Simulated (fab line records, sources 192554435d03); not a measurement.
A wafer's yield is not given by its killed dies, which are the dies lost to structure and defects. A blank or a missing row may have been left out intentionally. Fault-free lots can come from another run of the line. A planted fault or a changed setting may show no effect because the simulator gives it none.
Which of the tools did it?	flow n5Finfet	9 lots with 27 wafers sampled at 5 steps, on a route of 1938 steps

== WHAT THE GAUGES READ, wafer by wafer ==
N5_BEOL_M2_INSPECT_13: inspects for defects (brightfield). Usual: rawDefectCount 398, standard deviation 100.
lot	measured	on	rawDefectCount	flag
L565	day 6 12:14	defectInspect-02	659 497 824	
L566	day 6 18:51	defectInspect-02	310 425 281	
L568	day 7 03:43	defectInspect-02	318 405 419	
L570	day 7 18:37	defectInspect-02	410 514 522	
L572	day 8 10:14	defectInspect-01	312 290 276	
L575	day 9 00:48	defectInspect-02	315 236 370	
L578	day 10 03:17	defectInspect-02	353 303 317	
L585	day 11 15:07	defectInspect-01	339 439 330	
L587	day 12 15:31	defectInspect-02	448 472 402	

N5_BEOL_M4_RC_MEAS_101. Usual: DIBL_N 36.1 mV/V, standard deviation 1.3; DIBL_P 36.1 mV/V, standard deviation 1.7; IOFF_N 0.154 nA/um, standard deviation 0.022; IOFF_P 0.201 nA/um, standard deviation 0.024; ION_N 675 uA/um, standard deviation 8.9; ION_P 462 uA/um, standard deviation 5.9; SS_N 71.5 mV/dec, standard deviation 0.49; SS_P 73.3 mV/dec, standard deviation 0.58; VT_N 250.0 mV, standard deviation 2.7; VT_P -251.3 mV, standard deviation 2.7.
lot	measured	on	DIBL_N (mV/V)	DIBL_P (mV/V)	IOFF_N (nA/um)	IOFF_P (nA/um)	ION_N (uA/um)	ION_P (uA/um)	SS_N (mV/dec)	SS_P (mV/dec)	VT_N (mV)	VT_P (mV)	flag
L565	day 7 20:01	prober-01	35.6 35.7 35.3	34.7 34.9 34.9	0.148 0.151 0.147	0.194 0.200 0.196	674 688 678	468 470 463	71.6 72.3 72.2	73.1 73.5 72.6	249.6 249.3 247.7	-251.0 -249.6 -250.2	
L566	day 8 02:04	prober-02	34.0 33.7 33.8	33.8 33.7 33.5	0.133 0.128 0.129	0.171 0.170 0.167	662 672 662	449 464 456	71.7 71.9 71.2	72.9 73.1 72.6	250.9 254.0 252.7	-255.2 -254.0 -255.0	
L568	day 8 21:16	prober-02	37.6 38.4 35.2	37.2 38.5 34.9	0.164 0.181 0.134	0.216 0.235 0.184	681 684 681	468 468 466	71.6 72.1 71.5	73.5 73.9 73.4	250.3 248.3 252.3	-249.2 -249.2 -253.5	
L570	day 9 01:45	prober-01	35.5 35.4 35.1	35.7 34.5 34.4	0.139 0.133 0.133	0.213 0.200 0.200	673 656 663	460 459 461	72.1 71.7 71.3	73.3 72.9 72.8	251.8 253.1 249.9	-249.5 -248.3 -248.9	
L572	day 9 20:53	prober-02	36.1 35.3 35.4	34.8 33.5 33.9	0.155 0.148 0.141	0.202 0.184 0.189	669 682 674	464 462 465	71.9 72.0 71.2	72.5 72.7 73.1	250.6 249.2 253.0	-253.7 -254.6 -253.1	
L575	day 10 18:28	prober-01	36.3 37.7 34.9	35.6 37.2 33.8	0.127 0.162 0.116	0.182 0.205 0.165	662 672 664	455 460 455	71.1 71.3 70.9	72.7 74.0 72.9	252.8 249.4 253.7	-253.7 -252.9 -253.3	
L578	day 11 16:36	prober-01	32.9 33.4 33.5	32.7 33.6 32.3	0.124 0.129 0.119	0.164 0.179 0.157	677 664 671	465 458 460	71.2 71.1 71.3	73.2 73.4 72.7	251.8 251.4 255.1	-253.6 -254.2 -254.7	
L585	day 13 05:14	prober-02	38.8 38.5 36.1	38.7 38.0 35.9	0.206 0.195 0.144	0.234 0.228 0.182	693 696 675	465 471 458	72.0 71.5 71.0	74.5 74.8 73.2	246.4 247.9 250.5	-251.8 -251.2 -255.0	
L587	day 14 07:29	prober-02	38.7 37.4 36.1	39.5 38.0 36.4	0.196 0.174 0.147	0.268 0.247 0.211	696 681 670	478 470 464	72.4 72.2 71.9	73.9 73.6 73.0	244.5 245.3 251.1	-245.7 -248.8 -247.4	

== WHICH TOOL RAN EACH LOT (tool, then ch and the chambers of the sampled wafers, then the start) ==
lot	N5_BEOL_M1_PRE_CLEAN_60	N5_BEOL_M2_ETCH_74	N5_BEOL_M2_ETCH_63
L565	cvdCo-01 ch 0,2, day 6 10:37	rieDiel-01 ch 0,1,2, day 6 12:20	rieDiel-01 ch 0,1,2, day 6 12:22
L566	cvdCo-02 ch 0,2, day 6 16:02	rieDiel-06 ch 2,3, day 6 19:06	rieDiel-06 ch 2,3, day 6 19:07
L568	cvdCo-01 ch 1,2, day 7 01:06	rieDiel-01 ch 0,1,2, day 7 03:52	rieDiel-01 ch 0,1,2, day 7 03:53
L570	cvdCo-02 ch 0,1, day 7 14:00	rieDiel-01 ch 1,2,3, day 7 18:40	rieDiel-01 ch 1,2,3, day 7 18:41
L572	cvdCo-01 ch 0, day 8 08:43	rieDiel-02 ch 0,2, day 8 10:20	rieDiel-02 ch 0,2, day 8 10:20
L575	cvdCo-02 ch 1,2, day 8 23:32	rieDiel-01 ch 0,2,3, day 9 00:59	rieDiel-01 ch 0,2,3, day 9 01:01
L578	cvdCo-02 ch 1,2, day 10 01:40	rieDiel-02 ch 2,3, day 10 03:22	rieDiel-02 ch 2,3, day 10 03:22
L585	cvdCo-02 ch 0,2, day 11 13:34	rieDiel-06 ch 0,1,2, day 11 15:11	rieDiel-06 ch 0,1,2, day 11 15:11
L587	cvdCo-02 ch 1,2, day 12 13:08	rieDiel-06 ch 0,3, day 12 15:43	rieDiel-06 ch 0,3, day 12 15:44
- N5_BEOL_M1_PRE_CLEAN_60: time 15 s.
- N5_BEOL_M2_ETCH_74: etches underlayer in N2/H2, target depth 6.5 nm, time 5.2 s.
- N5_BEOL_M2_ETCH_63: etches SiARC in CF4, target depth 15.6 nm, time 26 s.

== AS READ BY THE TOOLS THEMSELVES (means over the sampled wafers that have a number; for cases with no such wafer, the mark the record gives instead) ==
N5_BEOL_M1_PRE_CLEAN_60. Usual: heaterPowerW 81 W, standard deviation 5.4.
lot	tool	heaterPowerW (W)	flag
L565	cvdCo-01	81	
L566	cvdCo-02	81	
L568	cvdCo-01	83	
L570	cvdCo-02	78	
L572	cvdCo-01	75	
L575	cvdCo-02	87	
L578	cvdCo-02	87	
L585	cvdCo-02	77	
L587	cvdCo-02	86	

N5_BEOL_M2_ETCH_74. Usual: value, then standard deviation, for each; drypumpMotorCurrentA 5.6 A / 0.34; etchRfOnTimeS 5.14 s / 0.065; n2FlowSccm 200.0 sccm / 0.55; oesProductAu 0.70 a.u. / 0.084; rfVppV 523.5 V / 2.4; showerheadPlenumPTorr 2.53 Torr / 0.077; throttleValvePct 17.75 % / 0.22.
lot	tool	drypumpMotorCurrentA (A)	etchRfOnTimeS (s)	n2FlowSccm (sccm)	oesProductAu (a.u.)	rfVppV (V)	showerheadPlenumPTorr (Torr)	throttleValvePct (%)	flag
L565	rieDiel-01	5.5	5.25	200.0	0.64	521.1	2.50	17.93	
L566	rieDiel-06	5.9	5.16	200.0	0.75	522.3	2.47	17.75	
L568	rieDiel-01	5.4	5.21	199.8	0.63	522.0	2.49	17.95	
L570	rieDiel-01	5.9	3.64	200.0	0.90	521.2	2.50	17.77	OFF
L572	rieDiel-02	5.7	5.10	200.1	0.70	522.9	2.54	17.64	
L575	rieDiel-01	5.8	3.66	200.0	0.97	522.4	2.48	17.62	OFF
L578	rieDiel-02	5.4	5.14	199.3	0.66	524.2	2.58	17.72	
L585	rieDiel-06	5.5	5.20	200.3	0.68	524.2	2.56	17.71	
L587	rieDiel-06	5.9	5.12	199.9	0.78	528.5	2.71	17.75	

N5_BEOL_M2_ETCH_63. Usual: drypumpMotorCurrentA 5.6 A, standard deviation 0.34; etchRfOnTimeS 25.7 s, standard deviation 0.34; oesProductAu 0.70 a.u., standard deviation 0.084; rfVppV 183.9 V, standard deviation 1.1; showerheadPlenumPTorr 2.13 Torr, standard deviation 0.06; throttleValvePct 15.48 %, standard deviation 0.24.
lot	tool	drypumpMotorCurrentA (A)	etchRfOnTimeS (s)	oesProductAu (a.u.)	rfVppV (V)	showerheadPlenumPTorr (Torr)	throttleValvePct (%)	flag
L565	rieDiel-01	5.5	26.3	0.64	183.7	2.11	15.69	
L566	rieDiel-06	5.8	25.7	0.75	182.8	2.08	15.46	
L568	rieDiel-01	5.5	26.1	0.63	183.4	2.11	15.70	
L570	rieDiel-01	5.9	25.9	0.73	183.5	2.11	15.50	
L572	rieDiel-02	5.8	25.3	0.71	184.7	2.13	15.33	
L575	rieDiel-01	5.8	25.8	0.79	183.9	2.10	15.30	
L578	rieDiel-02	5.4	25.4	0.66	184.1	2.17	15.47	
L585	rieDiel-06	5.5	25.8	0.68	183.4	2.15	15.50	
L587	rieDiel-06	5.9	25.4	0.79	185.7	2.27	15.36	

== THE ANSWER, worked out from the rows above alone ==
Rule: a lot is off if the mean of its wafers that have a number lies more than 3 standard deviations from the usual mean. A lot without any number at a reading at which 4 lots or more have one is off too. Where the step has rows for the other lots, those lots are counted as sound. First the gauges in route order, then the tools' own readings, where a lot's mean is used as printed above. At the first step where some lot is off, the reading lying furthest off is the one used; lots without a number count as furthest.
Off: L570, L575 (N5_BEOL_M2_ETCH_74, etchRfOnTimeS).
If a tool, at that step or one of the process steps before it, ran each lot that is off and ran no sound lot following the first of them, it fits. One candidate fits, namely rieDiel-01 at N5_BEOL_M2_ETCH_74. Its last sound lot is L568 (day 7 03:52), its first lot that is off L570 (day 7 18:40): a fault that began between those two fits.
On the lots that are off, the tool's own readings at N5_BEOL_M2_ETCH_74 differ by more than 5 times the standard deviation of the sound lots' means, which bears it out; etchRfOnTimeS reads 3.65 s there versus 5.17 s on the sound lots.

== WHAT THE SIMULATOR HAD INSERTED ==
Process parameters drifting: rieDiel-01 at N5_BEOL_M2_ETCH_74, beginning at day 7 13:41. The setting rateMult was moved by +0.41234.
Shown lots that were struck: L570, L575. This agrees with what the rule above found.
